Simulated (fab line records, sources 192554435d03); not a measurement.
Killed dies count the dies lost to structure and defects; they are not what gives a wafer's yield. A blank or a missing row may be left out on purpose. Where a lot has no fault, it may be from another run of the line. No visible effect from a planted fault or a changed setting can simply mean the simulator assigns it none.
A struck lot beside a sound one -- flow n5_finfet -- 15 out of 1938 route steps
Sound: these wafers, L656.1, L656.2, L656.5. Wafers L663.2, L663.5, L663.6 were the ones struck. At the end, the cause is stated.
Each step with rows lists, per side, the tool, then ch with its chambers, then its first start. Under that, the readings that differ: sound wafers -- struck wafers -- difference of the means -- sigmas: that difference in standard deviations of wafers without a fault.
alike: a reading whose means differ by less than 2 such deviations, as well as words and numbers matching on both sides. not compared: withheld readings; readings where some wafer has no value; bounds like >300 that might hide an equal value; numbers whose values overlap and for which the record gives no deviation.
A row with sigmas, a row that says differs or no value, or rows on one side alone: a step with any of these is where the two part. Numbers that have no deviation but don't overlap get no sigmas and don't part them. A reading that every wafer of one side lacks parts them only if that side has two wafers or more.

first, 7 steps without rows for these wafers: N5_HKMG_FIN_COAT_42 (time 60 s, resist thk 35 nm); N5_HKMG_FIN_COAT_43 (resist thk 90 nm); N5_HKMG_FIN_EBR_45; N5_HKMG_FIN_SOFTBAKE_44 (time 60 s); N5_HKMG_FIN_EXPOSE_46 (exposes mask NDIPOLE); N5_HKMG_FIN_PEB_47 (peb time 60 s); N5_HKMG_FIN_DEVELOP_48 (develop time 30 s).
N5_HKMG_FIN_CD_MEAS_49 targets a cd of 202 nm.
  sound on cd_sem-02 ch 0, day 5 21:46; struck on cd_sem-03 ch 0, day 7 11:06
  alike: cd_nm
N5_HKMG_FIN_OVL_MEAS_50:
  sound on overlay-02 ch 0, day 5 21:48; struck on overlay-01 ch 0, day 7 11:08
  alike: NDIPOLE_OVL
N5_HKMG_FIN_INSPECT_61: inspects for defects (macro).
  struck on defect_inspect-01, day 7 11:09; sound on defect_inspect-02, day 5 21:49
  alike: raw_defect_count
N5_HKMG_FIN_DESCUM_53: chemistry O2, time 7.9 s.
  sound on rie_diel-01 ch 1,2, day 5 21:52; struck on rie_diel-01 ch 1,2, day 7 11:11
  alike: drypump_motor_current_A, oes_product_au, rf_vpp_V, showerhead_plenum_p_Torr, temp_c, throttle_valve_pct
  not compared: rf_hours_counter_h
N5_HKMG_FIN_ETCH_54: etches SiARC in CF4, target depth 45.5 nm, time 75.8 s.
  sound on rie_diel-01 ch 1,2, day 5 21:53; struck on rie_diel-01 ch 1,2, day 7 11:13
  alike: drypump_motor_current_A, etch_rf_on_time_s, mfc_ar_sccm, oes_product_au, rf_vpp_V, showerhead_plenum_p_Torr, throttle_valve_pct
  not compared: rf_hours_counter_h
N5_HKMG_FIN_ETCH_55: etches SOC in N2/H2, target depth 240 nm, time 300 s.
  sound on rie_diel-01 ch 1,2, day 5 21:57; struck on rie_diel-01 ch 1,2, day 7 11:16
reading,sound,struck,difference,sigmas
h2_flow_sccm (sccm),199.7 200.3 199.9,218.9 219.6 219.4,+19.3,+32
throttle_valve_pct (%),17.39 17.63 17.63,18.04 18.06 18.28,+0.58,+3
  alike: drypump_motor_current_A, oes_product_au, rf_vpp_V, showerhead_plenum_p_Torr, temp_c
  not compared: rf_hours_counter_h
then, 1 step without rows for these wafers: N5_HKMG_FIN_STRIP_56 (strips in N2/H2).
N5_PASSIVATION_PROBE_49:
  rows exist in the record for the sound wafers here (prober-02, day 14 08:10), none for the struck ones

WHERE THEY PART
Last at N5_PASSIVATION_PROBE_49 as far as this record goes, first at N5_HKMG_FIN_ETCH_55.

WHY: what had been put in by the simulator
Process parameters drifting: rie_diel-01 at N5_HKMG_FIN_ETCH_55, beginning at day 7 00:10. A move of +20 in setting h2_flow_sccm, from 200. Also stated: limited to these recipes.
